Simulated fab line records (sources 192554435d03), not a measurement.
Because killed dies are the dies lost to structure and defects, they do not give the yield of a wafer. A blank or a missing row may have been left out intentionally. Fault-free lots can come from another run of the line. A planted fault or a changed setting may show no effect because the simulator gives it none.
Which tool is to blame? | flow n5Finfet | Sampling: 24 lots, 72 wafers, 6 of 1938 route steps

WHAT EACH GAUGE READ, for each wafer
N5_BEOL_M1_CD_MEAS_11: target cd 17.05 nm. Usual: cdNm reads 17.0 nm (standard deviation 0.32).
lot  | measured     | on       | cdNm (nm)      | flag
L074 | day 6 02:43  | cdSem-03 | 17.3 17.6 16.7 | 
L075 | day 6 14:05  | cdSem-01 | 16.6 16.7 16.5 | 
L076 | day 6 19:11  | cdSem-03 | 16.8 17.1 17.5 | 
L077 | day 7 00:02  | cdSem-02 | 17.2 17.2 17.1 | 
L078 | day 7 06:10  | cdSem-02 | 16.9 16.9 16.9 | 
L079 | day 7 09:48  | cdSem-01 | 16.3 16.9 16.7 | 
L080 | day 7 10:04  | cdSem-02 | 16.2 16.7 17.2 | 
L081 | day 7 21:37  | cdSem-03 | 17.8 17.4 17.5 | 
L082 | day 8 02:22  | cdSem-01 | 17.0 16.6 16.7 | 
L083 | day 8 13:10  | cdSem-02 | 17.4 16.7 16.9 | 
L084 | day 8 19:05  | cdSem-02 | 17.2 17.4 17.2 | 
L085 | day 9 01:07  | cdSem-03 | 17.2 17.3 17.5 | 
L086 | day 9 05:19  | cdSem-03 | 16.9 16.7 16.7 | 
L087 | day 9 07:57  | cdSem-03 | 17.4 17.1 17.5 | 
L088 | day 9 17:12  | cdSem-03 | 16.8 16.8 16.9 | 
L089 | day 9 21:57  | cdSem-03 | 17.0 16.6 17.2 | 
L090 | day 10 09:35 | cdSem-01 | 16.9 16.8 16.8 | 
L091 | day 10 10:10 | cdSem-01 | 17.4 17.0 17.4 | 
L092 | day 10 15:43 | cdSem-01 | 17.5 17.0 17.0 | 
L093 | day 10 21:08 | cdSem-02 | 16.3 16.8 16.2 | 
L094 | day 11 05:32 | cdSem-02 | 17.0 17.0 16.8 | 
L095 | day 11 12:01 | cdSem-03 | 17.5 16.7 16.8 | 
L096 | day 11 15:34 | cdSem-02 | 16.9 17.0 16.9 | 
L097 | day 11 19:10 | cdSem-02 | 16.9 16.7 17.1 | 

N5_BEOL_M1_CD_MEAS_18: pitch 36 nm, target cd 18 nm. Usual: cdNm reads 18.0 nm (standard deviation 0.32).
lot  | measured     | on       | cdNm (nm)      | flag
L074 | day 6 03:19  | cdSem-02 | 17.7 18.4 18.2 | 
L075 | day 6 14:43  | cdSem-02 | 17.9 17.9 17.2 | 
L076 | day 6 20:15  | cdSem-01 | 18.3 18.0 18.4 | 
L077 | day 7 00:41  | cdSem-01 | 18.5 17.8 18.4 | 
L078 | day 7 06:44  | cdSem-01 | 17.7 17.5 17.8 | 
L079 | day 7 10:29  | cdSem-01 | 18.1 18.1 17.6 | 
L080 | day 7 10:37  | cdSem-01 | 17.8 17.7 18.3 | 
L081 | day 7 22:16  | cdSem-01 | 17.7 18.0 18.5 | 
L082 | day 8 02:58  | cdSem-01 | 17.8 17.8 18.1 | 
L083 | day 8 13:45  | cdSem-03 | 18.5 17.7 17.9 | 
L084 | day 8 19:38  | cdSem-01 | 17.7 17.7 17.8 | 
L085 | day 9 01:40  | cdSem-02 | 17.6 17.8 17.8 | 
L086 | day 9 06:14  | cdSem-02 | 17.7 17.7 17.5 | 
L087 | day 9 08:30  | cdSem-02 | 18.4 18.0 18.3 | 
L088 | day 9 18:02  | cdSem-02 | 18.0 18.0 18.0 | 
L089 | day 9 22:30  | cdSem-01 | 18.4 18.0 18.5 | 
L090 | day 10 10:09 | cdSem-02 | 18.3 17.8 17.8 | 
L091 | day 10 10:49 | cdSem-02 | 18.0 17.9 18.6 | 
L092 | day 10 16:17 | cdSem-02 | 18.1 18.5 18.3 | 
L093 | day 10 21:41 | cdSem-01 | 17.3 17.9 17.8 | 
L094 | day 11 06:42 | cdSem-02 | 18.5 18.1 18.1 | 
L095 | day 11 12:34 | cdSem-02 | 18.5 17.4 17.9 | 
L096 | day 11 16:15 | cdSem-03 | 17.9 18.1 18.5 | 
L097 | day 11 20:45 | cdSem-01 | 17.8 17.8 18.1 | 

EACH LOT AND THE TOOL THAT RAN IT (in order: tool; ch and the chambers of the sampled wafers; start)
lot  | N5_BEOL_M0_STRIP_104              | N5_BEOL_M0_DEGAS_112        | N5_BEOL_M0_ALD_136                 | N5_BEOL_M0_ANNEAL_133
L074 | rieDiel-06 ch 1,2,3, day 5 20:04  | pvdSputter-01, day 5 23:10  | aldMetal-04 ch 0,2,3, day 5 23:16  | pvdSputter-01, day 6 00:04
L075 | rieDiel-02 ch 1,2,3, day 6 07:22  | pvdSputter-03, day 6 08:41  | aldMetal-01 ch 0,3, day 6 08:50    | pvdSputter-01, day 6 09:38
L076 | rieDiel-03 ch 0,1,2, day 6 13:28  | pvdSputter-01, day 6 14:41  | aldMetal-04 ch 0,2,3, day 6 14:47  | pvdSputter-03, day 6 17:05
L077 | rieDiel-03 ch 0,1,3, day 6 20:02  | pvdSputter-02, day 6 20:57  | aldMetal-03 ch 0,1,3, day 6 21:03  | pvdSputter-02, day 6 21:44
L078 | rieDiel-06 ch 1,3, day 7 00:38    | pvdSputter-01, day 7 01:44  | aldMetal-04 ch 0,2,3, day 7 01:53  | pvdSputter-01, day 7 02:41
L079 | rieDiel-02 ch 0,1,2, day 7 05:26  | pvdSputter-01, day 7 06:31  | aldMetal-04 ch 1,2,3, day 7 06:39  | pvdSputter-01, day 7 07:26
L080 | rieDiel-03 ch 0,2, day 7 05:55    | pvdSputter-03, day 7 06:46  | aldMetal-03 ch 1,2,3, day 7 06:56  | pvdSputter-01, day 7 07:52
L081 | rieDiel-03 ch 1,3, day 7 16:50    | pvdSputter-03, day 7 17:30  | aldMetal-01 ch 1,2, day 7 17:40    | pvdSputter-03, day 7 18:59
L082 | rieDiel-03 ch 0,3, day 7 19:19    | pvdSputter-02, day 7 20:35  | aldMetal-01 ch 0,1,3, day 7 20:41  | pvdSputter-01, day 7 21:21
L083 | rieDiel-06 ch 1,2,3, day 8 06:02  | pvdSputter-03, day 8 07:13  | aldMetal-03 ch 0,1,2, day 8 07:23  | pvdSputter-02, day 8 08:05
L084 | rieDiel-02 ch 0,2,3, day 8 12:32  | pvdSputter-02, day 8 13:28  | aldMetal-01 ch 1,2,3, day 8 13:34  | pvdSputter-01, day 8 14:31
L085 | rieDiel-06 ch 0,2,3, day 8 17:53  | pvdSputter-01, day 8 19:16  | aldMetal-01 ch 1,2,3, day 8 19:26  | pvdSputter-01, day 8 21:47
L086 | rieDiel-02 ch 0,1, day 8 21:44    | pvdSputter-03, day 9 00:46  | aldMetal-03 ch 0,1,3, day 9 00:52  | pvdSputter-01, day 9 01:38
L087 | rieDiel-06 ch 0,1,2, day 9 03:52  | pvdSputter-02, day 9 05:05  | aldMetal-04 ch 0,2,3, day 9 05:11  | pvdSputter-02, day 9 05:50
L088 | rieDiel-03 ch 0,1, day 9 12:48    | pvdSputter-03, day 9 13:44  | aldMetal-01 ch 0,3, day 9 13:52    | pvdSputter-01, day 9 14:38
L089 | rieDiel-02 ch 1,2,3, day 9 16:11  | pvdSputter-01, day 9 16:54  | aldMetal-03 ch 0,1,2, day 9 17:02  | pvdSputter-01, day 9 19:23
L090 | rieDiel-02 ch 1,2, day 9 20:59    | pvdSputter-02, day 9 21:53  | aldMetal-03 ch 0,3, day 9 22:02    | pvdSputter-02, day 9 22:59
L091 | rieDiel-02 ch 0,1,3, day 10 04:07 | pvdSputter-01, day 10 05:04 | aldMetal-04 ch 0,1, day 10 05:14   | pvdSputter-01, day 10 07:14
L092 | rieDiel-06 ch 0,2,3, day 10 07:14 | pvdSputter-02, day 10 10:02 | aldMetal-04 ch 0,3, day 10 10:22   | pvdSputter-03, day 10 11:23
L093 | rieDiel-02 ch 0,1,3, day 10 14:56 | pvdSputter-03, day 10 16:31 | aldMetal-01 ch 1,2, day 10 16:37   | pvdSputter-03, day 10 18:00
L094 | rieDiel-03 ch 1,3, day 10 20:32   | pvdSputter-01, day 10 23:49 | aldMetal-01 ch 0,1,2, day 11 00:01 | pvdSputter-01, day 11 00:38
L095 | rieDiel-02 ch 0,2,3, day 11 04:56 | pvdSputter-03, day 11 05:55 | aldMetal-01 ch 0,1,3, day 11 06:01 | pvdSputter-03, day 11 08:16
L096 | rieDiel-03 ch 1,2, day 11 08:02   | pvdSputter-02, day 11 08:58 | aldMetal-01 ch 0,1,2, day 11 09:04 | pvdSputter-03, day 11 11:20
L097 | rieDiel-03 ch 1,2, day 11 14:37   | pvdSputter-02, day 11 15:32 | aldMetal-03 ch 1,2,3, day 11 15:38 | pvdSputter-02, day 11 16:24
- N5_BEOL_M0_STRIP_104: strips in N2/H2.
- N5_BEOL_M0_DEGAS_112: time 60 s.
- N5_BEOL_M0_ALD_136: deposits TaN, pulse time 2 s, purge time 3 s, co reactant purge time 2 s.
- N5_BEOL_M0_ANNEAL_133: time 60 s.

AS READ BY THE TOOLS THEMSELVES (means over the sampled wafers that have a number; for cases with no such wafer, the mark the record gives instead)
N5_BEOL_M0_STRIP_104. Usual: drypumpMotorCurrentA 5.8 A, standard deviation 0.53; oesProductAu 0.74 a.u., standard deviation 0.081; rfVppV 59.1 V, standard deviation 1.6; showerheadPlenumPTorr 2.54 Torr, standard deviation 0.098; throttleValvePct 23.6 %, standard deviation 0.4.
lot  | tool       | drypumpMotorCurrentA (A) | oesProductAu (a.u.) | rfVppV (V) | showerheadPlenumPTorr (Torr) | throttleValvePct (%) | flag
L074 | rieDiel-06 | 6.1                      | 0.71                | 57.6       | 2.63                         | 23.7                 | 
L075 | rieDiel-02 | 5.7                      | 0.72                | 59.9       | 2.49                         | 23.6                 | 
L076 | rieDiel-03 | 5.5                      | 0.73                | 59.6       | 2.53                         | 23.8                 | 
L077 | rieDiel-03 | 5.6                      | 0.71                | 58.8       | 2.52                         | 23.7                 | 
L078 | rieDiel-06 | 6.3                      | 0.71                | 56.8       | 2.62                         | 23.5                 | 
L079 | rieDiel-02 | 5.6                      | 0.80                | 59.4       | 2.57                         | 23.5                 | 
L080 | rieDiel-03 | 5.4                      | 0.71                | 60.1       | 2.45                         | 23.5                 | 
L081 | rieDiel-03 | 6.0                      | 0.72                | 59.4       | 2.48                         | 23.7                 | 
L082 | rieDiel-03 | 5.3                      | 0.67                | 57.6       | 2.47                         | 23.4                 | 
L083 | rieDiel-06 | 6.0                      | 0.70                | 60.2       | 2.62                         | 23.6                 | 
L084 | rieDiel-02 | 5.9                      | 0.79                | 59.3       | 2.54                         | 23.3                 | 
L085 | rieDiel-06 | 6.2                      | 0.71                | 58.2       | 2.62                         | 23.9                 | 
L086 | rieDiel-02 | 5.7                      | 0.80                | 61.7       | 2.58                         | 23.7                 | 
L087 | rieDiel-06 | 5.8                      | 0.69                | 59.9       | 2.62                         | 23.8                 | 
L088 | rieDiel-03 | 5.2                      | 0.88                | 59.6       | 2.55                         | 23.6                 | 
L089 | rieDiel-02 | 5.6                      | 0.71                | 58.4       | 2.48                         | 23.7                 | 
L090 | rieDiel-02 | 5.4                      | 0.69                | 59.5       | 2.51                         | 23.9                 | 
L091 | rieDiel-02 | 5.9                      | 0.78                | 58.3       | 2.55                         | 23.5                 | 
L092 | rieDiel-06 | 6.3                      | 0.71                | 60.3       | 2.62                         | 23.9                 | 
L093 | rieDiel-02 | 6.0                      | 0.78                | 60.1       | 2.55                         | 23.5                 | 
L094 | rieDiel-03 | 6.0                      | 0.70                | 59.1       | 2.47                         | 23.7                 | 
L095 | rieDiel-02 | 5.9                      | 0.87                | 57.8       | 2.53                         | 23.2                 | 
L096 | rieDiel-03 | 5.8                      | 0.74                | 59.5       | 2.56                         | 24.1                 | 
L097 | rieDiel-03 | 5.8                      | 0.73                | 58.5       | 2.56                         | 24.1                 | 

N5_BEOL_M0_DEGAS_112. Usual: heaterPowerW reads 336 W (standard deviation 45).
lot  | tool          | heaterPowerW (W) | flag
L074 | pvdSputter-01 | 324              | 
L075 | pvdSputter-03 | 353              | 
L076 | pvdSputter-01 | 320              | 
L077 | pvdSputter-02 | 323              | 
L078 | pvdSputter-01 | 307              | 
L079 | pvdSputter-01 | 320              | 
L080 | pvdSputter-03 | 348              | 
L081 | pvdSputter-03 | 356              | 
L082 | pvdSputter-02 | 349              | 
L083 | pvdSputter-03 | 308              | 
L084 | pvdSputter-02 | 410              | 
L085 | pvdSputter-01 | 324              | 
L086 | pvdSputter-03 | 363              | 
L087 | pvdSputter-02 | 334              | 
L088 | pvdSputter-03 | 308              | 
L089 | pvdSputter-01 | 316              | 
L090 | pvdSputter-02 | 325              | 
L091 | pvdSputter-01 | 304              | 
L092 | pvdSputter-02 | 340              | 
L093 | pvdSputter-03 | 400              | 
L094 | pvdSputter-01 | 298              | 
L095 | pvdSputter-03 | 350              | 
L096 | pvdSputter-02 | 328              | 
L097 | pvdSputter-02 | 390              | 

N5_BEOL_M0_ALD_136. Usual: heaterPowerW 410 W, standard deviation 47; precursorVesselTempC 75.01 C, standard deviation 0.12.
lot  | tool        | heaterPowerW (W) | precursorVesselTempC (C) | flag
L074 | aldMetal-04 | 426              | 74.96                    | 
L075 | aldMetal-01 | 424              | 75.19                    | 
L076 | aldMetal-04 | 429              | 75.05                    | 
L077 | aldMetal-03 | 445              | 74.88                    | 
L078 | aldMetal-04 | 424              | 74.97                    | 
L079 | aldMetal-04 | 399              | 75.12                    | 
L080 | aldMetal-03 | 418              | 75.05                    | 
L081 | aldMetal-01 | 361              | 74.92                    | 
L082 | aldMetal-01 | 411              | 74.90                    | 
L083 | aldMetal-03 | 399              | 74.98                    | 
L084 | aldMetal-01 | 401              | 74.96                    | 
L085 | aldMetal-01 | 400              | 74.96                    | 
L086 | aldMetal-03 | 448              | 74.97                    | 
L087 | aldMetal-04 | 434              | 75.09                    | 
L088 | aldMetal-01 | 426              | 74.94                    | 
L089 | aldMetal-03 | 405              | 75.03                    | 
L090 | aldMetal-03 | 448              | 74.97                    | 
L091 | aldMetal-04 | 452              | 75.03                    | 
L092 | aldMetal-04 | 441              | 74.99                    | 
L093 | aldMetal-01 | 371              | 75.03                    | 
L094 | aldMetal-01 | 375              | 75.14                    | 
L095 | aldMetal-01 | 406              | 74.96                    | 
L096 | aldMetal-01 | 378              | 75.05                    | 
L097 | aldMetal-03 | 417              | 75.00                    | 

N5_BEOL_M0_ANNEAL_133. Usual: heaterPowerW reads 832 W (standard deviation 100).
lot  | tool          | heaterPowerW (W) | flag
L074 | pvdSputter-01 | 786              | 
L075 | pvdSputter-01 | 815              | 
L076 | pvdSputter-03 | 857              | 
L077 | pvdSputter-02 | 932              | 
L078 | pvdSputter-01 | 801              | 
L079 | pvdSputter-01 | 821              | 
L080 | pvdSputter-01 | 774              | 
L081 | pvdSputter-03 | 868              | 
L082 | pvdSputter-01 | 774              | 
L083 | pvdSputter-02 | 796              | 
L084 | pvdSputter-01 | 817              | 
L085 | pvdSputter-01 | 793              | 
L086 | pvdSputter-01 | 766              | 
L087 | pvdSputter-02 | 897              | 
L088 | pvdSputter-01 | 863              | 
L089 | pvdSputter-01 | 770              | 
L090 | pvdSputter-02 | 835              | 
L091 | pvdSputter-01 | 775              | 
L092 | pvdSputter-03 | 948              | 
L093 | pvdSputter-03 | 755              | 
L094 | pvdSputter-01 | 827              | 
L095 | pvdSputter-03 | 857              | 
L096 | pvdSputter-03 | 852              | 
L097 | pvdSputter-02 | 817              | 

THE ANSWER, worked out from the rows above alone
Rule: a lot counts as off when the mean over its wafers that have a number is more than 3 standard deviations away from the usual mean. Also off: a lot with no number at a reading for which 4 or more lots have one. The other lots that the step has rows for count as sound. Order of review: gauges by route order, followed by the tools' own readings, for which a lot's mean as printed above is used. At the first step where some lot is off, the reading lying furthest off is the one used; lots without a number count as furthest.
No lot is off at any reading shown: from this, nothing can be told.

WHAT WAS PUT IN BY THE SIMULATOR
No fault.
